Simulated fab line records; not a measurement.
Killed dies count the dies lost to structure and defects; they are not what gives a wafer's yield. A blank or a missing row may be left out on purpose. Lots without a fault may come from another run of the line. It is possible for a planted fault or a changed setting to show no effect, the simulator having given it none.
fab line records / flow nand-harc
[record] lots = 5 wafers = 15 last-day = 32
route steps=1302 shown A_M1@1181
lots that met no fault: taken from a fault-free run of the same line
start-h: hours from the record's opening day to when the first of the lot's shown wafers began / wait-h: hours from the lot's prior step to this one / " the same as in the row above / L1.1+2: a row that stands for several wafers / - value missing, or start not given / * or withheld: withheld / < > ~ a bound
route shown NAME@n: NAME is a module with steps in the file, n the number in the route of the first one / usual: mean/standard deviation taken from wafers without a fault / same: alike in all rows / chamber/n: place in a boat / sites: each site's reading / _std_site: standard deviation across them / _edge_site: inner sites' mean taken away from outer sites' mean / radius-mm: how far each site lies from the wafer's centre / mask NAME#n: copy n / behind: the last tool/chamber to shape the wafer / hold: cause of the lot's hold/its duration in hours/its outcome / device: transistor that didn't switch, given as n, p or np / end of line: the tests these same wafers got at the end of their route / step lacking rows: just its recipe / killed: at the first sort, the dies lost to defects and structure; wafer yield is something else / map: shows each die of a wafer: x if killed, . if not, _ if none is there
set.NAME: the setting as run; set.NAME@STEP: as run at that earlier step / model.NAME: the simulator's own value behind a step, which no gauge read
a table for each step, a row for each wafer; lots at some steps of the route
services: when a tool's chamber went out of use (start-h, in hours from the record's first day, below 0 if earlier), for how many hours, and the reason
[[steps]]
[step NHARC_A_M1_INSPECT_11]
[usual] raw-defect-count = 85/34
lot.wafer=L416.2 tool=defect-inspect-01 chamber=- start-h=526.90 wait-h=0.1 raw-defect-count=51
lot.wafer=L416.5 tool=defect-inspect-01 chamber=- start-h=526.90 wait-h=0.1 raw-defect-count=58
lot.wafer=L416.6 tool=defect-inspect-01 chamber=- start-h=526.90 wait-h=0.1 raw-defect-count=57
lot.wafer=L428.1 tool=defect-inspect-02 chamber=- start-h=663.49 wait-h=0.0 raw-defect-count=56
lot.wafer=L428.3 tool=defect-inspect-02 chamber=- start-h=663.49 wait-h=0.0 raw-defect-count=74
lot.wafer=L428.5 tool=defect-inspect-02 chamber=- start-h=663.49 wait-h=0.0 raw-defect-count=62
lot.wafer=L430.1 tool=defect-inspect-01 chamber=- start-h=667.41 wait-h=0.0 raw-defect-count=118
lot.wafer=L430.2 tool=defect-inspect-01 chamber=- start-h=667.41 wait-h=0.0 raw-defect-count=136
lot.wafer=L430.6 tool=defect-inspect-01 chamber=- start-h=667.41 wait-h=0.0 raw-defect-count=119
lot.wafer=L434.1 tool=defect-inspect-01 chamber=- start-h=719.17 wait-h=0.0 raw-defect-count=23
lot.wafer=L434.4 tool=defect-inspect-01 chamber=- start-h=719.17 wait-h=0.0 raw-defect-count=32
lot.wafer=L434.5 tool=defect-inspect-01 chamber=- start-h=719.17 wait-h=0.0 raw-defect-count=32
lot.wafer=L436.1 tool=defect-inspect-01 chamber=- start-h=735.07 wait-h=0.0 raw-defect-count=91
lot.wafer=L436.4 tool=defect-inspect-01 chamber=- start-h=735.07 wait-h=0.0 raw-defect-count=72
lot.wafer=L436.5 tool=defect-inspect-01 chamber=- start-h=735.07 wait-h=0.0 raw-defect-count=74
[step NHARC_A_M1_DESCUM_14]
[recipe] time-s = 3 o2-flow-sccm = 200 ar-flow-sccm = 0 bias-power-w = 0 chemistry = O2
[step NHARC_A_M1_ETCH_35]
[recipe] target-depth-a = 400 overetch-a = 120 time-s = 43.94 ion-energy-ev = 200 n2-flow-sccm = 150 h2-flow-sccm = 150 ar-flow-sccm = 0 rf-w = 400 bias-w = 150 chemistry = N2/H2
[usual] drypump-motor-current-A = 5.9/0.46 oes-product-au = 0.994/0.014 rf-vpp-V = 430.8/2.5 showerhead-plenum-p-Torr = 2.04/0.084 throttle-valve-pct = 14.171/0.0097
[same] time-s = 43.94
lot.wafer=L416.2 tool=rie-diel-07 chamber=0 start-h=527.07 wait-h=0.1 drypump-motor-current-A=5.8 oes-product-au=0.980 rf-hours-counter-h=1.0 rf-vpp-V=433.6 showerhead-plenum-p-Torr=2.18 throttle-valve-pct=14.166
lot.wafer=L416.6 tool=rie-diel-07 chamber=1 start-h=527.07 wait-h=0.1 drypump-motor-current-A=5.0 oes-product-au=1.004 rf-hours-counter-h=- rf-vpp-V=431.0 showerhead-plenum-p-Torr=2.11 throttle-valve-pct=14.175
lot.wafer=L416.5 tool=rie-diel-07 chamber=2 start-h=527.07 wait-h=0.1 drypump-motor-current-A=6.1 oes-product-au=0.984 rf-hours-counter-h=- rf-vpp-V=428.0 showerhead-plenum-p-Torr=1.92 throttle-valve-pct=14.172
lot.wafer=L428.3 tool=rie-diel-07 chamber=0 start-h=663.64 wait-h=0.1 drypump-motor-current-A=5.8 oes-product-au=0.995 rf-hours-counter-h=0.1 rf-vpp-V=434.0 showerhead-plenum-p-Torr=2.18 throttle-valve-pct=14.165
lot.wafer=L428.1 tool=rie-diel-07 chamber=1 start-h=663.64 wait-h=0.1 drypump-motor-current-A=5.0 oes-product-au=0.997 rf-hours-counter-h=0.1 rf-vpp-V=433.3 showerhead-plenum-p-Torr=2.11 throttle-valve-pct=14.161
lot.wafer=L428.5 tool=rie-diel-07 chamber=0 start-h=663.64 wait-h=0.1 drypump-motor-current-A=5.8 oes-product-au=1.009 rf-hours-counter-h=- rf-vpp-V=435.9 showerhead-plenum-p-Torr=2.18 throttle-valve-pct=14.168
lot.wafer=L430.1 tool=rie-diel-07 chamber=2 start-h=667.55 wait-h=0.1 drypump-motor-current-A=6.1 oes-product-au=0.995 rf-hours-counter-h=0.3 rf-vpp-V=428.2 showerhead-plenum-p-Torr=1.92 throttle-valve-pct=14.177
lot.wafer=L430.2 tool=rie-diel-07 chamber=0 start-h=667.55 wait-h=0.1 drypump-motor-current-A=5.8 oes-product-au=1.009 rf-hours-counter-h=0.3 rf-vpp-V=433.6 showerhead-plenum-p-Torr=2.18 throttle-valve-pct=14.171
lot.wafer=L430.6 tool=rie-diel-07 chamber=3 start-h=667.55 wait-h=0.1 drypump-motor-current-A=5.7 oes-product-au=0.975 rf-hours-counter-h=- rf-vpp-V=431.0 showerhead-plenum-p-Torr=2.08 throttle-valve-pct=14.174
lot.wafer=L434.1 tool=rie-diel-12 chamber=1 start-h=719.32 wait-h=0.1 drypump-motor-current-A=6.5 oes-product-au=0.991 rf-hours-counter-h=5.0 rf-vpp-V=429.8 showerhead-plenum-p-Torr=2.02 throttle-valve-pct=14.160
lot.wafer=L434.4 tool=rie-diel-12 chamber=3 start-h=719.32 wait-h=0.1 drypump-motor-current-A=6.3 oes-product-au=1.010 rf-hours-counter-h=5.1 rf-vpp-V=431.2 showerhead-plenum-p-Torr=2.06 throttle-valve-pct=14.174
lot.wafer=L434.5 tool=rie-diel-12 chamber=1 start-h=719.32 wait-h=0.1 drypump-motor-current-A=6.5 oes-product-au=0.984 rf-hours-counter-h=- rf-vpp-V=428.4 showerhead-plenum-p-Torr=2.02 throttle-valve-pct=14.164
lot.wafer=L436.1 tool=rie-diel-08 chamber=3 start-h=735.21 wait-h=0.1 drypump-motor-current-A=6.6 oes-product-au=1.010 rf-hours-counter-h=0.3 rf-vpp-V=426.9 showerhead-plenum-p-Torr=1.89 throttle-valve-pct=14.185
lot.wafer=L436.4 tool=rie-diel-08 chamber=1 start-h=735.21 wait-h=0.1 drypump-motor-current-A=5.9 oes-product-au=0.997 rf-hours-counter-h=0.3 rf-vpp-V=430.2 showerhead-plenum-p-Torr=2.07 throttle-valve-pct=14.172
lot.wafer=L436.5 tool=rie-diel-08 chamber=0 start-h=735.21 wait-h=0.1 drypump-motor-current-A=5.7 oes-product-au=0.968 rf-hours-counter-h=- rf-vpp-V=428.7 showerhead-plenum-p-Torr=1.99 throttle-valve-pct=14.178
[step NHARC_A_M1_ETCH_15]
[recipe] target-depth-a = 1825 time-s = 91.2 c4f8-flow-sccm = withheld ar-flow-sccm = 400 rf-w = 600 bias-w = 300 chemistry = C4F8/Ar
[usual] oes-product-au = 0.948/0.025 rf-vpp-V = 441.3/2.3
[same] time-s = 91.2
lot.wafer=L416.2 tool=rie-diel-07 chamber=1 start-h=- wait-h=- oes-product-au=0.919 rf-hours-counter-h=1.2 rf-vpp-V=442.8
lot.wafer=L416.6 tool=rie-diel-07 chamber=3 start-h=- wait-h=- oes-product-au=0.934 rf-hours-counter-h=- rf-vpp-V=441.7
lot.wafer=L416.5 tool=rie-diel-07 chamber=0 start-h=- wait-h=- oes-product-au=0.903 rf-hours-counter-h=- rf-vpp-V=443.3
lot.wafer=L428.1 tool=rie-diel-07 chamber=3 start-h=- wait-h=- oes-product-au=0.967 rf-hours-counter-h=0.1 rf-vpp-V=442.5
lot.wafer=L428.3 tool=rie-diel-07 chamber=1 start-h=- wait-h=- oes-product-au=0.951 rf-hours-counter-h=0.1 rf-vpp-V=443.7
lot.wafer=L428.5 tool=rie-diel-07 chamber=3 start-h=- wait-h=- oes-product-au=0.948 rf-hours-counter-h=- rf-vpp-V=442.2
lot.wafer=L430.2 tool=rie-diel-07 chamber=1 start-h=- wait-h=- oes-product-au=0.963 rf-hours-counter-h=0.3 rf-vpp-V=442.7
lot.wafer=L430.1 tool=rie-diel-07 chamber=3 start-h=- wait-h=- oes-product-au=0.934 rf-hours-counter-h=0.3 rf-vpp-V=441.0
lot.wafer=L430.6 tool=rie-diel-07 chamber=1 start-h=- wait-h=- oes-product-au=0.954 rf-hours-counter-h=- rf-vpp-V=442.5
lot.wafer=L434.1 tool=rie-diel-12 chamber=0 start-h=- wait-h=- oes-product-au=0.967 rf-hours-counter-h=4.4 rf-vpp-V=441.1
lot.wafer=L434.4 tool=rie-diel-12 chamber=3 start-h=- wait-h=- oes-product-au=0.986 rf-hours-counter-h=5.1 rf-vpp-V=442.8
lot.wafer=L434.5 tool=rie-diel-12 chamber=1 start-h=- wait-h=- oes-product-au=0.932 rf-hours-counter-h=- rf-vpp-V=440.4
lot.wafer=L436.4 tool=rie-diel-08 chamber=2 start-h=- wait-h=- oes-product-au=0.959 rf-hours-counter-h=0.3 rf-vpp-V=442.8
lot.wafer=L436.1 tool=rie-diel-08 chamber=0 start-h=- wait-h=- oes-product-au=0.962 rf-hours-counter-h=0.3 rf-vpp-V=440.4
lot.wafer=L436.5 tool=rie-diel-08 chamber=1 start-h=- wait-h=- oes-product-au=0.996 rf-hours-counter-h=- rf-vpp-V=442.6
[step NHARC_A_M1_CD_MEAS_16]
[usual] cd-nm = 119.5/1.2
lot.wafer=L416.2 tool=cd-sem-01 chamber=- start-h=527.27 wait-h=- cd-nm=121.4
lot.wafer=L416.5 tool=cd-sem-01 chamber=- start-h=527.27 wait-h=- cd-nm=120.2
lot.wafer=L416.6 tool=cd-sem-01 chamber=- start-h=527.27 wait-h=- cd-nm=120.0
lot.wafer=L428.1 tool=cd-sem-02 chamber=- start-h=663.85 wait-h=- cd-nm=120.0
lot.wafer=L428.3 tool=cd-sem-02 chamber=- start-h=663.85 wait-h=- cd-nm=120.7
lot.wafer=L428.5 tool=cd-sem-02 chamber=- start-h=663.85 wait-h=- cd-nm=121.6
lot.wafer=L430.1 tool=cd-sem-03 chamber=- start-h=667.77 wait-h=- cd-nm=120.6
lot.wafer=L430.2 tool=cd-sem-03 chamber=- start-h=667.77 wait-h=- cd-nm=121.4
lot.wafer=L430.6 tool=cd-sem-03 chamber=- start-h=667.77 wait-h=- cd-nm=120.1
lot.wafer=L434.1 tool=cd-sem-02 chamber=- start-h=719.54 wait-h=- cd-nm=118.5
lot.wafer=L434.4 tool=cd-sem-02 chamber=- start-h=719.54 wait-h=- cd-nm=119.1
lot.wafer=L434.5 tool=cd-sem-02 chamber=- start-h=719.54 wait-h=- cd-nm=119.0
lot.wafer=L436.1 tool=cd-sem-02 chamber=- start-h=735.43 wait-h=- cd-nm=118.9
lot.wafer=L436.4 tool=cd-sem-02 chamber=- start-h=735.43 wait-h=- cd-nm=119.0
lot.wafer=L436.5 tool=cd-sem-02 chamber=- start-h=735.43 wait-h=- cd-nm=120.3
[step NHARC_A_M1_STRIP_18]
[recipe] power-w = 1000 n2-flow-sccm = 150 h2-flow-sccm = 150 ar-flow-sccm = 0 bias-w = 0 chemistry = N2/H2
[usual] drypump-motor-current-A = 6.1/0.42 oes-product-au = 0.993/0.016 rf-vpp-V = 90.8/0.95 showerhead-plenum-p-Torr = 2.04/0.075 throttle-valve-pct = 14.170/0.0082
lot.wafer=L416.2 tool=rie-diel-08 chamber=1 start-h=527.39 wait-h=0.1 drypump-motor-current-A=5.9 oes-product-au=0.976 rf-hours-counter-h=7.7 rf-vpp-V=89.2 showerhead-plenum-p-Torr=2.08 throttle-valve-pct=14.174
lot.wafer=L416.5 tool=rie-diel-08 chamber=3 start-h=527.39 wait-h=0.1 drypump-motor-current-A=6.6 oes-product-au=1.003 rf-hours-counter-h=- rf-vpp-V=89.5 showerhead-plenum-p-Torr=1.90 throttle-valve-pct=14.173
lot.wafer=L416.6 tool=rie-diel-08 chamber=0 start-h=527.39 wait-h=0.1 drypump-motor-current-A=5.7 oes-product-au=0.978 rf-hours-counter-h=- rf-vpp-V=91.6 showerhead-plenum-p-Torr=2.00 throttle-valve-pct=14.158
lot.wafer=L428.1 tool=rie-diel-08 chamber=1 start-h=663.93 wait-h=0.1 drypump-motor-current-A=5.9 oes-product-au=1.004 rf-hours-counter-h=6.3 rf-vpp-V=90.2 showerhead-plenum-p-Torr=2.08 throttle-valve-pct=14.161
lot.wafer=L428.3 tool=rie-diel-08 chamber=2 start-h=663.93 wait-h=0.1 drypump-motor-current-A=6.5 oes-product-au=0.988 rf-hours-counter-h=6.4 rf-vpp-V=90.5 showerhead-plenum-p-Torr=2.07 throttle-valve-pct=14.166
lot.wafer=L428.5 tool=rie-diel-08 chamber=2 start-h=663.93 wait-h=0.1 drypump-motor-current-A=6.5 oes-product-au=0.975 rf-hours-counter-h=- rf-vpp-V=91.0 showerhead-plenum-p-Torr=2.07 throttle-valve-pct=14.162
lot.wafer=L430.2 tool=rie-diel-08 chamber=0 start-h=667.85 wait-h=0.1 drypump-motor-current-A=5.7 oes-product-au=0.953 rf-hours-counter-h=6.4 rf-vpp-V=89.3 showerhead-plenum-p-Torr=2.00 throttle-valve-pct=14.172
lot.wafer=L430.1 tool=rie-diel-08 chamber=2 start-h=667.85 wait-h=0.1 drypump-motor-current-A=6.5 oes-product-au=0.982 rf-hours-counter-h=6.6 rf-vpp-V=90.1 showerhead-plenum-p-Torr=2.07 throttle-valve-pct=14.163
lot.wafer=L430.6 tool=rie-diel-08 chamber=1 start-h=667.85 wait-h=0.1 drypump-motor-current-A=5.9 oes-product-au=0.992 rf-hours-counter-h=- rf-vpp-V=90.8 showerhead-plenum-p-Torr=2.08 throttle-valve-pct=14.165
lot.wafer=L434.1 tool=rie-diel-08 chamber=3 start-h=719.61 wait-h=0.1 drypump-motor-current-A=6.5 oes-product-au=0.986 rf-hours-counter-h=9.4 rf-vpp-V=89.4 showerhead-plenum-p-Torr=1.89 throttle-valve-pct=14.195
lot.wafer=L434.4 tool=rie-diel-08 chamber=1 start-h=719.61 wait-h=0.1 drypump-motor-current-A=5.9 oes-product-au=0.988 rf-hours-counter-h=9.2 rf-vpp-V=91.8 showerhead-plenum-p-Torr=2.07 throttle-valve-pct=14.183
lot.wafer=L434.5 tool=rie-diel-08 chamber=0 start-h=719.61 wait-h=0.1 drypump-motor-current-A=5.7 oes-product-au=0.975 rf-hours-counter-h=- rf-vpp-V=90.7 showerhead-plenum-p-Torr=1.99 throttle-valve-pct=14.162
lot.wafer=L436.4 tool=rie-diel-12 chamber=3 start-h=735.53 wait-h=0.1 drypump-motor-current-A=6.3 oes-product-au=1.013 rf-hours-counter-h=6.6 rf-vpp-V=89.4 showerhead-plenum-p-Torr=2.06 throttle-valve-pct=14.175
lot.wafer=L436.1 tool=rie-diel-12 chamber=1 start-h=735.53 wait-h=0.1 drypump-motor-current-A=6.5 oes-product-au=0.969 rf-hours-counter-h=6.4 rf-vpp-V=91.3 showerhead-plenum-p-Torr=2.02 throttle-valve-pct=14.162
lot.wafer=L436.5 tool=rie-diel-12 chamber=2 start-h=735.53 wait-h=0.1 drypump-motor-current-A=5.8 oes-product-au=1.016 rf-hours-counter-h=- rf-vpp-V=90.4 showerhead-plenum-p-Torr=2.01 throttle-valve-pct=14.165
[step NHARC_A_M1_ETCH_28]
[recipe] target-depth-a = 300 over-etch-frac = 0.3 time-s = 72.99 ion-energy-ev = 150 cf4-flow-sccm = 50 n2-flow-sccm = 100 ar-flow-sccm = 150 rf-w = 300 bias-w = 100 chemistry = CF4/N2
[step NHARC_A_M1_STRIP_19]
[recipe] time-s = 600 temp-c = 30 chemistry = post-etch-residue-remover
[step NHARC_A_M1_DEGAS_29]
[recipe] temp-c = 250 time-s = 60
[step NHARC_A_M1_PRE_CLEAN_30]
[recipe] time-s = 30 temp-c = 280 gas = H2/He
[step NHARC_A_M1_PVD_20]
[recipe] target-thk-a = 50 bias-v = 168.6 power-w = 15000 chamber-pressure-pa = 0.12 time-s = 8.06 substrate-temp-c = 50 material = TaN
[usual] throttle-valve-pct = 29.3/1
[same] time-s = 8.06
lot.wafer=L416.2 tool=pvd-sputter-02 chamber=- start-h=- wait-h=- throttle-valve-pct=28.8
lot.wafer=L416.6 tool=pvd-sputter-02 chamber=- start-h=- wait-h=- throttle-valve-pct=29.7
lot.wafer=L416.5 tool=pvd-sputter-02 chamber=- start-h=- wait-h=- throttle-valve-pct=30.5
lot.wafer=L428.3 tool=pvd-sputter-03 chamber=- start-h=- wait-h=- throttle-valve-pct=29.5
lot.wafer=L428.1 tool=pvd-sputter-03 chamber=- start-h=- wait-h=- throttle-valve-pct=30.5
lot.wafer=L428.5 tool=pvd-sputter-03 chamber=- start-h=- wait-h=- throttle-valve-pct=29.3
lot.wafer=L430.2 tool=pvd-sputter-03 chamber=- start-h=- wait-h=- throttle-valve-pct=30.4
lot.wafer=L430.1 tool=pvd-sputter-03 chamber=- start-h=- wait-h=- throttle-valve-pct=30.1
lot.wafer=L430.6 tool=pvd-sputter-03 chamber=- start-h=- wait-h=- throttle-valve-pct=30.6
lot.wafer=L434.1 tool=pvd-sputter-01 chamber=- start-h=- wait-h=- throttle-valve-pct=29.3
lot.wafer=L434.4 tool=pvd-sputter-01 chamber=- start-h=- wait-h=- throttle-valve-pct=27.8
lot.wafer=L434.5 tool=pvd-sputter-01 chamber=- start-h=- wait-h=- throttle-valve-pct=29.7
lot.wafer=L436.4 tool=pvd-sputter-02 chamber=- start-h=- wait-h=- throttle-valve-pct=28.9
lot.wafer=L436.1 tool=pvd-sputter-02 chamber=- start-h=- wait-h=- throttle-valve-pct=30.1
lot.wafer=L436.5 tool=pvd-sputter-02 chamber=- start-h=- wait-h=- throttle-valve-pct=28.5
[step NHARC_A_M1_PVD_21]
[recipe] target-thk-a = 300 chamber-pressure-pa = 5 power-w = 5000 substrate-temp-c = 30 time-s = 20.49 material = Cu
[step NHARC_A_M1_ECD_22]
[recipe] target-thk-a = 4000 bath-temp-c = 25 material = Cu
[usual] bath-temp-c = 25.00/0.099
lot.wafer=L416.2 tool=ecd-cu-01 chamber=1 start-h=528.39 wait-h=- bath-temp-c=25.20
lot.wafer=L416.6 tool=ecd-cu-01 chamber=0 start-h=528.39 wait-h=- bath-temp-c=25.00
lot.wafer=L416.5 tool=ecd-cu-01 chamber=1 start-h=528.39 wait-h=- bath-temp-c=24.99
lot.wafer=L428.1 tool=ecd-cu-01 chamber=1 start-h=665.02 wait-h=- bath-temp-c=25.08
lot.wafer=L428.3 tool=ecd-cu-01 chamber=0 start-h=665.02 wait-h=- bath-temp-c=25.15
lot.wafer=L428.5 tool=ecd-cu-01 chamber=0 start-h=665.02 wait-h=- bath-temp-c=24.93
lot.wafer=L430.1 tool=ecd-cu-02 chamber=0 start-h=668.91 wait-h=- bath-temp-c=24.90
lot.wafer=L430.2 tool=ecd-cu-02 chamber=1 start-h=668.91 wait-h=- bath-temp-c=24.93
lot.wafer=L430.6 tool=ecd-cu-02 chamber=1 start-h=668.91 wait-h=- bath-temp-c=25.11
lot.wafer=L434.1 tool=ecd-cu-02 chamber=1 start-h=720.61 wait-h=- bath-temp-c=24.89
lot.wafer=L434.4 tool=ecd-cu-02 chamber=1 start-h=720.61 wait-h=- bath-temp-c=25.04
lot.wafer=L434.5 tool=ecd-cu-02 chamber=1 start-h=720.61 wait-h=- bath-temp-c=25.03
lot.wafer=L436.1 tool=ecd-cu-01 chamber=1 start-h=736.55 wait-h=- bath-temp-c=25.12
lot.wafer=L436.4 tool=ecd-cu-01 chamber=1 start-h=736.55 wait-h=- bath-temp-c=25.04
lot.wafer=L436.5 tool=ecd-cu-01 chamber=1 start-h=736.55 wait-h=- bath-temp-c=24.97
[step NHARC_A_M1_ANNEAL_31]
[recipe] temp-c = 225 time-s = 90
[usual] anneal-temp-c = 224.99/0.16 wafer_temp_C_max = 226.1/0.31
[same] time-s = 90
lot.wafer=L416.2 tool=rtp-anneal-01 chamber=0 start-h=528.77 wait-h=- anneal-temp-c=225.20 wafer_temp_C_max=226.1
lot.wafer=L416.5 tool=rtp-anneal-01 chamber=0 start-h=528.77 wait-h=- anneal-temp-c=225.08 wafer_temp_C_max=226.1
lot.wafer=L416.6 tool=rtp-anneal-01 chamber=0 start-h=528.77 wait-h=- anneal-temp-c=225.04 wafer_temp_C_max=226.6
lot.wafer=L428.1 tool=rtp-anneal-02 chamber=0 start-h=665.35 wait-h=0.3 anneal-temp-c=225.05 wafer_temp_C_max=225.8
lot.wafer=L428.3 tool=rtp-anneal-02 chamber=0 start-h=665.35 wait-h=0.3 anneal-temp-c=225.05 wafer_temp_C_max=226.2
lot.wafer=L428.5 tool=rtp-anneal-02 chamber=0 start-h=665.35 wait-h=0.3 anneal-temp-c=224.90 wafer_temp_C_max=226.0
lot.wafer=L430.1 tool=rtp-anneal-01 chamber=0 start-h=669.28 wait-h=- anneal-temp-c=225.10 wafer_temp_C_max=225.9
lot.wafer=L430.2 tool=rtp-anneal-01 chamber=0 start-h=669.28 wait-h=- anneal-temp-c=225.09 wafer_temp_C_max=226.4
lot.wafer=L430.6 tool=rtp-anneal-01 chamber=0 start-h=669.28 wait-h=- anneal-temp-c=225.08 wafer_temp_C_max=226.7
lot.wafer=L434.1 tool=rtp-anneal-01 chamber=0 start-h=720.99 wait-h=0.3 anneal-temp-c=224.75 wafer_temp_C_max=226.3
lot.wafer=L434.4 tool=rtp-anneal-01 chamber=0 start-h=720.99 wait-h=0.3 anneal-temp-c=224.98 wafer_temp_C_max=225.9
lot.wafer=L434.5 tool=rtp-anneal-01 chamber=0 start-h=720.99 wait-h=0.3 anneal-temp-c=224.90 wafer_temp_C_max=226.3
lot.wafer=L436.1 tool=rtp-anneal-01 chamber=0 start-h=736.93 wait-h=- anneal-temp-c=224.77 wafer_temp_C_max=226.5
lot.wafer=L436.4 tool=rtp-anneal-01 chamber=0 start-h=736.93 wait-h=- anneal-temp-c=224.83 wafer_temp_C_max=226.5
lot.wafer=L436.5 tool=rtp-anneal-01 chamber=0 start-h=736.93 wait-h=- anneal-temp-c=224.70 wafer_temp_C_max=226.4
[step NHARC_A_M1_CMP_23]
[recipe] t-overpolish-s = 20 target-thk-nm = 154.34
[usual] motor-current-A = 11.6/1.1 slurry-flow-ml-min = 149.9/0.48 time-to-endpoint-s = 28/3.2
[same] t-overpolish-s = 20
lot.wafer=L416.2 tool=cmp-01 chamber=2 start-h=529.09 wait-h=- motor-current-A=13.0 slurry-flow-ml-min=150.2 time-to-endpoint-s=27
lot.wafer=L416.6 tool=cmp-01 chamber=1 start-h=529.09 wait-h=- motor-current-A=12.7 slurry-flow-ml-min=149.6 time-to-endpoint-s=28
lot.wafer=L416.5 tool=cmp-01 chamber=2 start-h=529.09 wait-h=- motor-current-A=12.7 slurry-flow-ml-min=150.2 time-to-endpoint-s=27
lot.wafer=L428.1 tool=cmp-01 chamber=3 start-h=665.72 wait-h=- motor-current-A=10.9 slurry-flow-ml-min=150.2 time-to-endpoint-s=24
lot.wafer=L428.3 tool=cmp-01 chamber=0 start-h=665.72 wait-h=- motor-current-A=13.1 slurry-flow-ml-min=150.2 time-to-endpoint-s=17
lot.wafer=L428.5 tool=cmp-01 chamber=2 start-h=665.72 wait-h=- motor-current-A=12.6 slurry-flow-ml-min=149.4 time-to-endpoint-s=26
lot.wafer=L430.2 tool=cmp-03 chamber=0 start-h=669.63 wait-h=- motor-current-A=10.4 slurry-flow-ml-min=150.1 time-to-endpoint-s=30
lot.wafer=L430.1 tool=cmp-03 chamber=3 start-h=669.63 wait-h=- motor-current-A=13.2 slurry-flow-ml-min=150.5 time-to-endpoint-s=30
lot.wafer=L430.6 tool=cmp-03 chamber=1 start-h=669.63 wait-h=- motor-current-A=11.1 slurry-flow-ml-min=149.2 time-to-endpoint-s=30
lot.wafer=L434.4 tool=cmp-04 chamber=0 start-h=721.36 wait-h=- motor-current-A=11.2 slurry-flow-ml-min=150.5 time-to-endpoint-s=32
lot.wafer=L434.1 tool=cmp-04 chamber=1 start-h=721.36 wait-h=- motor-current-A=12.8 slurry-flow-ml-min=149.6 time-to-endpoint-s=36
lot.wafer=L434.5 tool=cmp-04 chamber=0 start-h=721.36 wait-h=- motor-current-A=10.5 slurry-flow-ml-min=150.9 time-to-endpoint-s=33
lot.wafer=L436.1 tool=cmp-03 chamber=3 start-h=737.33 wait-h=- motor-current-A=12.8 slurry-flow-ml-min=149.9 time-to-endpoint-s=28
lot.wafer=L436.4 tool=cmp-03 chamber=0 start-h=737.33 wait-h=- motor-current-A=10.6 slurry-flow-ml-min=149.6 time-to-endpoint-s=28
lot.wafer=L436.5 tool=cmp-03 chamber=1 start-h=737.33 wait-h=- motor-current-A=11.3 slurry-flow-ml-min=149.1 time-to-endpoint-s=30
[[services]]
tool=cmp-01 chamber=- start-h=506.45 hours=0.5 kind=repair
tool=ecd-cu-01 chamber=- start-h=512.41 hours=8.0 kind=pm
tool=ecd-cu-02 chamber=- start-h=517.27 hours=2.3 kind=repair
tool=pvd-sputter-03 chamber=- start-h=526.86 hours=10.0 kind=pm
tool=cmp-01 chamber=- start-h=542.16 hours=1.2 kind=repair
tool=cmp-01 chamber=- start-h=544.58 hours=0.5 kind=repair
tool=rie-diel-08 chamber=- start-h=544.80 hours=9.0 kind=pm
tool=cmp-03 chamber=- start-h=554.00 hours=4.0 kind=pm
tool=rie-diel-07 chamber=3 start-h=556.56 hours=6.5 kind=repair
tool=rie-diel-07 chamber=1 start-h=558.08 hours=3.4 kind=repair
tool=cmp-01 chamber=- start-h=585.53 hours=4.0 kind=pm
tool=ecd-cu-02 chamber=- start-h=596.00 hours=8.0 kind=pm
tool=rie-diel-08 chamber=- start-h=598.89 hours=2.6 kind=repair
tool=rie-diel-07 chamber=- start-h=601.58 hours=5.2 kind=repair
tool=rie-diel-12 chamber=- start-h=622.46 hours=9.0 kind=pm
tool=rie-diel-07 chamber=- start-h=648.20 hours=9.0 kind=pm
tool=rie-diel-12 chamber=0 start-h=651.99 hours=9.6 kind=repair
tool=rie-diel-12 chamber=1 start-h=662.88 hours=5.0 kind=repair
tool=rie-diel-12 chamber=- start-h=663.60 hours=10.2 kind=repair
tool=ecd-cu-01 chamber=- start-h=674.57 hours=1.0 kind=repair
tool=rie-diel-12 chamber=0 start-h=683.22 hours=1.2 kind=repair
tool=rie-diel-12 chamber=2 start-h=686.26 hours=6.7 kind=repair
tool=ecd-cu-01 chamber=- start-h=688.41 hours=8.0 kind=pm
tool=rie-diel-08 chamber=- start-h=721.80 hours=9.0 kind=pm
[[key]]
[first-sign] step = NHARC_A_M1_CMP_23 reading = time-to-endpoint-s direction = down sigmas = 3.1 usual = * struck = *
effect none on later readings
met-at NHARC_A_M1_ECD_22
struck-wafers L428.3
later-rows-left-out L428.3
sort-left-out L428.3
onset-between 528.39 665.02
[fault] kind = process-parameter-drift tool = ecd-cu-01 chamber = - onset-h = 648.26 steps = NHARC_A_M1_ECD_22 channel = target-thk-a offset = * shape = step end-h = 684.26 scope = struck-wafers-only acts-in = * stated = *
// sort-left-out: the simulated sort isn't trusted on such a fault, so these wafers' sort isn't shown, and their yield isn't known
// later-rows-left-out: the simulator's readings of these wafers behind a module that went badly wrong aren't trusted and aren't shown, but for the sort
